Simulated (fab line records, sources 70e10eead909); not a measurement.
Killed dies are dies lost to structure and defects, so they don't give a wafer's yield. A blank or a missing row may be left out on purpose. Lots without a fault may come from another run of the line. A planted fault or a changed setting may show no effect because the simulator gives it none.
fab line records | flow nand_harc | part 2 of 2: steps 42 to 42 of 42
record lots=6 wafers=18 last_day=24
route steps=1159 shown A_CONTACT@896 END@1159
lots that met no fault: from a run of the same line without faults
start_h: hours from the record's first day to the start of the lot's first wafer shown | wait_h: hours since the lot's step before | " the same as in the row above | L1.1+2: a row that stands for several wafers | - no value, or no start given | * or withheld: withheld | < > ~ a bound
route shown NAME@n: a module of which the file shows steps, and the number in the route of the first | usual: mean/standard deviation of fault-free wafers | same: alike in all rows | chamber/n: place in a boat | sites: the reading at each site | _std_site: their standard deviation | _edge_site: outer sites' mean less inner sites' | radius_mm: how far each site lies from the wafer's centre | mask NAME#n: copy n | behind: the tool/chamber that last shaped the wafer | hold: why the lot was held/for how many hours/how that ended | device: the transistor (n, p or np) that didn't switch | end of line: the same wafers' tests at the end of the route | a step without rows: its recipe alone | killed: dies lost to structure and defects at the first sort, not the wafer's yield | map: a wafer's dies, x killed, . not, _ none there
set.NAME: the setting as run; set.NAME@STEP: as run at that earlier step | model.NAME: the simulator's own value behind a step, which no gauge read
lots at some steps of the route; a table a step, a row a wafer
services: from which hour (start_h, from the record's first day; less than 0 if before it) a tool's chamber was out of use, for how many hours, and why
## steps
# step NHARC_END_SORT_01
# recipe temp_c=25
# usual killed_at_array=26/9.7 killed_at_other=1.0/1.2 killed_at_periphery=3.9/2.6 killed_dies=31/9.7 killed_open=3.2/1.8 killed_short=2.0/1.3
# same gross_dies=677
# columns lot.wafer tool chamber start_h wait_h killed_at_array killed_at_other killed_at_periphery killed_dies killed_open killed_short
L125.1 prober-01 0 445.09 2.5 18 2 4 24 2 3
L125.4 prober-01 0 447.49 3.4 27 1 4 32 3 5
L125.6 prober-01 0 449.10 4.0 18 3 4 25 3 1
L126.1 prober-01 0 452.90 2.5 22 0 2 24 3 0
L126.5 prober-01 0 456.13 3.7 24 0 1 25 2 4
L126.6 prober-01 0 456.94 4.0 24 2 1 27 4 2
L131.1 prober-01 0 488.52 2.5 15 0 4 19 3 3
L131.2 prober-01 0 489.32 2.8 19 0 4 23 5 3
L131.3 prober-01 0 490.12 3.1 11 1 5 17 3 1
L138.1 prober-01 0 511.91 2.5 31 0 9 40 4 1
L138.2 prober-01 0 512.72 2.8 41 0 6 47 1 0
L138.3 prober-01 0 513.53 3.1 30 1 11 42 6 2
L145.1 prober-02 0 557.86 2.5 93 2 2 97 0 1
L145.2 prober-02 0 558.67 2.8 91 0 1 92 4 3
L145.3 prober-02 0 559.47 3.1 88 0 3 91 4 0
L148.2 prober-02 0 580.34 2.8 100 0 1 101 2 5
L148.4 prober-02 0 581.91 3.4 84 1 4 89 3 3
L148.5 prober-02 0 582.70 3.6 80 0 7 87 3 3
# killed by level:class
L125.1 A_CHANNEL_HOLE_D1:chamber_film_flake=9 A_WL_FILL:chamber_film_flake=3 A_STAIRCASE:chamber_film_flake=2 A_SLIT:chamber_film_flake=2 THIN_TSV:chamber_film_flake=2 P_CONTACT:geometric_particle:short=1 P_M0:geometric_particle:open=1 P_M2:geometric_particle:short=1
L125.4 A_CHANNEL_HOLE_D1:chamber_film_flake=13 P_GATE:chamber_film_flake=3 A_WL_FILL:chamber_film_flake=3 A_CONTACT:geometric_particle:open=2 A_SLIT:chamber_film_flake=2 P_CONTACT:geometric_particle:short=1 A_CHANNEL_FILL_D1:geometric_particle:short=1 A_CHANNEL_FILL_D1:geometric_particle:open=1
L125.6 A_CHANNEL_HOLE_D1:chamber_film_flake=9 A_CONTACT:chamber_film_flake=4 P_GATE:chamber_film_flake=3 THIN_TSV:chamber_film_flake=3 A_ONON_D1:geometric_particle:open=1 A_CHANNEL_HOLE_D1:geometric_particle:open=1 A_WL_FILL:geometric_particle:open=1 A_CONTACT:geometric_particle:short=1
L126.1 A_CHANNEL_HOLE_D1:chamber_film_flake=12 A_ZERO_WELL:chamber_film_flake=3 A_CHANNEL_FILL_D1:geometric_particle:open=1 A_CONTACT:geometric_particle:open=1 A_M0:geometric_particle:open=1 P_STI:chamber_film_flake=1 P_CONTACT:chamber_film_flake=1 A_STAIRCASE:chamber_film_flake=1
L126.5 A_CHANNEL_HOLE_D1:chamber_film_flake=12 A_CONTACT:chamber_film_flake=3 A_STAIRCASE:chamber_film_flake=2 P_STI:geometric_particle:short=1 A_ONON_D1:geometric_particle:short=1 A_CHANNEL_FILL_D1:geometric_particle:short=1 A_WL_FILL:geometric_particle:open=1 A_CONTACT:geometric_particle:open=1
L126.6 A_CHANNEL_HOLE_D1:chamber_film_flake=12 A_SLIT:chamber_film_flake=3 A_WL_FILL:geometric_particle:open=2 A_STAIRCASE:chamber_film_flake=2 THIN_TSV:chamber_film_flake=2 P_M0:geometric_particle:open=1 A_CHANNEL_FILL_D1:geometric_particle:short=1 A_WL_FILL:geometric_particle:short=1
L131.1 A_CONTACT:chamber_film_flake=4 P_M1:chamber_film_flake=3 A_ONON_D1:geometric_particle:short=2 A_ZERO_WELL:chamber_film_flake=2 A_STAIRCASE:chamber_film_flake=2 P_GATE:geometric_particle:open=1 A_WL_FILL:geometric_particle:short=1 A_WL_FILL:geometric_particle:open=1
L131.2 A_CHANNEL_HOLE_D1:chamber_film_flake=6 A_CONTACT:geometric_particle:open=2 P_M1:chamber_film_flake=2 A_CONTACT:chamber_film_flake=2 P_STI:geometric_particle:open=1 A_SOURCE_PLATE:geometric_particle:open=1 A_CHANNEL_HOLE_D1:geometric_particle:open=1 A_CHANNEL_FILL_D1:geometric_particle:short=1
L131.3 A_CONTACT:chamber_film_flake=6 P_M1:chamber_film_flake=2 P_STI:geometric_particle:open=1 P_M1:geometric_particle:open=1 A_M1:geometric_particle:short=1 A_M1:geometric_particle:open=1 P_STI:chamber_film_flake=1 A_ZERO_WELL:chamber_film_flake=1
L138.1 A_CHANNEL_HOLE_D1:chamber_film_flake=17 A_STAIRCASE:chamber_film_flake=8 P_CONTACT:chamber_film_flake=3 A_M0:geometric_particle:open=2 P_ZERO_WELL:chamber_film_flake=2 P_STI:chamber_film_flake=2 A_CONTACT:chamber_film_flake=2 P_GATE:geometric_particle:open=1
L138.2 A_CHANNEL_HOLE_D1:chamber_film_flake=27 A_STAIRCASE:chamber_film_flake=9 P_CONTACT:chamber_film_flake=3 P_ZERO_WELL:chamber_film_flake=2 A_ZERO_WELL:chamber_film_flake=2 A_CONTACT:chamber_film_flake=2 A_ONON_D1:geometric_particle:open=1 P_GATE:chamber_film_flake=1
L138.3 A_CHANNEL_HOLE_D1:chamber_film_flake=15 A_CONTACT:chamber_film_flake=6 A_STAIRCASE:chamber_film_flake=5 P_CONTACT:chamber_film_flake=4 P_ZERO_WELL:chamber_film_flake=3 P_CONTACT:geometric_particle:open=2 P_M0:geometric_particle:open=1 P_M1:geometric_particle:short=1
L145.1 A_CONTACT:unspecified=75 A_CHANNEL_HOLE_D1:chamber_film_flake=17 P_ZERO_WELL:chamber_film_flake=2 THIN_TSV:chamber_film_flake=2 A_M0:geometric_particle:short=1
L145.2 A_CONTACT:unspecified=65 A_CHANNEL_HOLE_D1:chamber_film_flake=16 A_STAIRCASE:chamber_film_flake=3 P_M0:geometric_particle:open=1 A_ONON_D1:geometric_particle:short=1 A_SGD_CUT:geometric_particle:open=1 A_CONTACT:geometric_particle:open=1 A_BLC:geometric_particle:open=1
L145.3 A_CONTACT:unspecified=64 A_CHANNEL_HOLE_D1:chamber_film_flake=19 P_ZERO_WELL:chamber_film_flake=2 P_CONTACT:geometric_particle:open=1 A_CONTACT:geometric_particle:open=1 A_BLC:geometric_particle:open=1 A_M0:geometric_particle:open=1 A_STAIRCASE:chamber_film_flake=1
L148.2 A_CONTACT:unspecified=64 A_SLIT:chamber_film_flake=18 A_CHANNEL_HOLE_D1:chamber_film_flake=7 A_WL_FILL:geometric_particle:short=3 A_STAIRCASE:chamber_film_flake=2 A_CHANNEL_FILL_D1:geometric_particle:open=1 A_CONTACT:geometric_particle:open=1 A_BLC:geometric_particle:short=1
L148.4 A_CONTACT:unspecified=62 A_SLIT:chamber_film_flake=8 A_CHANNEL_HOLE_D1:chamber_film_flake=6 A_WL_FILL:chamber_film_flake=4 P_CONTACT:geometric_particle:open=2 A_WL_FILL:geometric_particle:short=2 A_M0:geometric_particle:open=1 STARTING-WAFER:geometric_particle:short=1
L148.5 A_CONTACT:unspecified=57 A_SLIT:chamber_film_flake=11 A_CHANNEL_HOLE_D1:chamber_film_flake=5 P_M0:chamber_film_flake=3 A_STAIRCASE:chamber_film_flake=2 P_GATE:geometric_particle:open=1 P_CONTACT:geometric_particle:short=1 P_M2:geometric_particle:short=1
# map L145.1 (x killed, . not)
____________.____________
_________......._________
_______..........._______
______.............______
_____..............._____
____.................____
____.................____
___...................___
___...................___
__.....................__
__.....................__
_......................._
_......................._
_.................x....._
_.............xxx......._
_............xxxxxxx...._
.............xxxxxxx.....
.............xxxxx.x.....
............xxxxxxxx.....
............xxxxxxxx.....
............xxxxxxxxx....
_...........xxxxxxxx...._
_..........xxxxxxxxx...._
_...........xxxxxx......_
_............xxxxxx.x..._
_............xxxx.x....._
__..........x.xxx......__
__............x.x......__
___..........x.x......___
___.............x.....___
____..............x..____
____...........x.....____
_____..........x...._____
______.............______
_______..........._______
_________.....x._________
____________.____________
# map L148.2 (x killed, . not)
____________.____________
_________......._________
_______..........._______
______x............______
_____xxx............_____
____xxxxx............____
____xxxx.............____
___xxxxxxx............___
___xxxxxx.............___
__xxxxxxx..............__
__xxxxxxx......x.......__
_.xxxxxx.x.............._
_xxxxxxxx...........x..._
_.xxxxxx........xx..xx.._
_.................xx.xx._
_.xxx............x.xxxxx_
..x...x.............xx...
.................xxx.xx..
....................x....
..................x......
..................x......
_......................._
_.......x..............._
_......................._
_.............x........._
_.....x................._
__.....................__
__..x..................__
___......x............___
___...................___
____......x..........____
____......x..........____
_____..............._____
______.......x.....______
_______..........._______
_________.....x._________
____________.____________
## services
# columns tool chamber start_h hours kind
rie_diel-11 0 356.30 4.6 repair
rie_diel-11 - 366.64 9.0 pm
rie_diel-11 0 366.64 9.0 vent_cycle
rie_diel-11 1 366.64 9.0 vent_cycle
rie_diel-11 2 366.64 9.0 vent_cycle
rie_diel-11 3 366.64 9.0 vent_cycle
rie_diel-11 0 375.64 - clean
rie_diel-11 1 375.64 - clean
rie_diel-11 2 375.64 - clean
rie_diel-11 3 375.64 - clean
rie_diel-12 - 379.58 9.0 pm
rie_diel-11 0 400.14 - clean
rie_diel-11 1 400.14 - clean
rie_diel-11 2 400.14 - clean
rie_diel-11 3 400.14 - clean
rie_diel-12 0 424.00 7.0 repair
rie_diel-11 0 424.78 - clean
rie_diel-11 1 424.78 - clean
rie_diel-11 2 424.78 - clean
rie_diel-11 3 424.78 - clean
rie_diel-11 - 432.78 0.4 repair
rie_diel-12 1 447.06 3.3 repair
rie_diel-13 - 453.00 9.0 pm
rie_diel-12 0 491.23 22.6 repair
## key
first_sign step=NHARC_END_SORT_01 reading=killed_at_array direction=up sigmas=6.6 usual=26 struck=89
effect step=NHARC_END_SORT_01 reading=killed_dies direction=up sigmas=6.4 usual=31 struck=93
more_kills_born_at NHARC_A_CONTACT_ETCH_128@har_cap_etch-01=381
met_at NHARC_A_CONTACT_ETCH_128
struck_wafers L145.1,L145.2,L145.3,L148.2,L148.4,L148.5
tester_left_out L145,L148
onset_between 384.88 487.72
also_fits time
fault kind=chamber_particle_source tool=har_cap_etch-01 chamber=- onset_h=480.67 steps=NHARC_A_CONTACT_ETCH_128 rate_per_visit_cm2=0.92749 end_h=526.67
# tester_left_out: of these lots the tester's yield and bins aren't shown, on N5 and GAA mostly nor the transistor test; their killed dies are dies lost to structure and defects alone, not to doping, threshold or leakage, so they don't give the yield
